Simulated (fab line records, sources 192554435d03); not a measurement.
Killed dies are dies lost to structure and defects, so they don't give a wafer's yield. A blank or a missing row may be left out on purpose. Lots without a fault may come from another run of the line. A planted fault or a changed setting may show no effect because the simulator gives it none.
Chamber matching | flow n5_finfet | N5_BEOL_M14_ETCH_68 on rie_diel-05: 4 sister chambers
The step etches SOC in N2/H2, time 450 s. 4 wafers are shown with their chamber, then 9 later ones without.

WAFERS WITH THEIR CHAMBER
wafer  | chamber | throttle_valve_pct (%)
L085.1 | 3       | 17.44
L091.2 | 0       | 17.69
L091.5 | 1       | 17.16
L091.6 | 2       | 17.74

WAFERS WITHOUT THEIR CHAMBER
wafer  | throttle_valve_pct (%)
L092.4 | 17.49
L092.5 | 17.20
L092.6 | 17.74
L095.1 | 17.49
L095.3 | 17.20
L095.4 | 17.71
L096.3 | 17.51
L096.4 | 17.19
L096.6 | 17.71

WHICH CHAMBER EACH WENT THROUGH
wafer  | from the rows above     | in truth
L092.4 | 3                       | 3
L092.5 | 1                       | 1
L092.6 | can't be placed: 2 or 0 | 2
L095.1 | 3                       | 3
L095.3 | 1                       | 1
L095.4 | can't be placed: 0 or 2 | 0
L096.3 | 3                       | 3
L096.4 | 1                       | 1
L096.6 | can't be placed: 0 or 2 | 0
Placed correctly: 6 of 9. Can't be placed from these rows: 3 (the true chamber is among the candidates in 3). Placed wrongly: 0.
How it was worked out, from the rows above alone: a wafer's distance from a chamber is the root of the sum, over the readings, of the square of ((its reading less the chamber's mean) divided by the reading's scatter). The wafer belongs to the nearest chamber; if the next one is less than 2 further off, it can't be placed. A chamber's mean is the mean of its shown wafers. The scatter: with one shown wafer a chamber, the root of the mean of the squares of how far each hidden wafer lies from its nearest shown one.
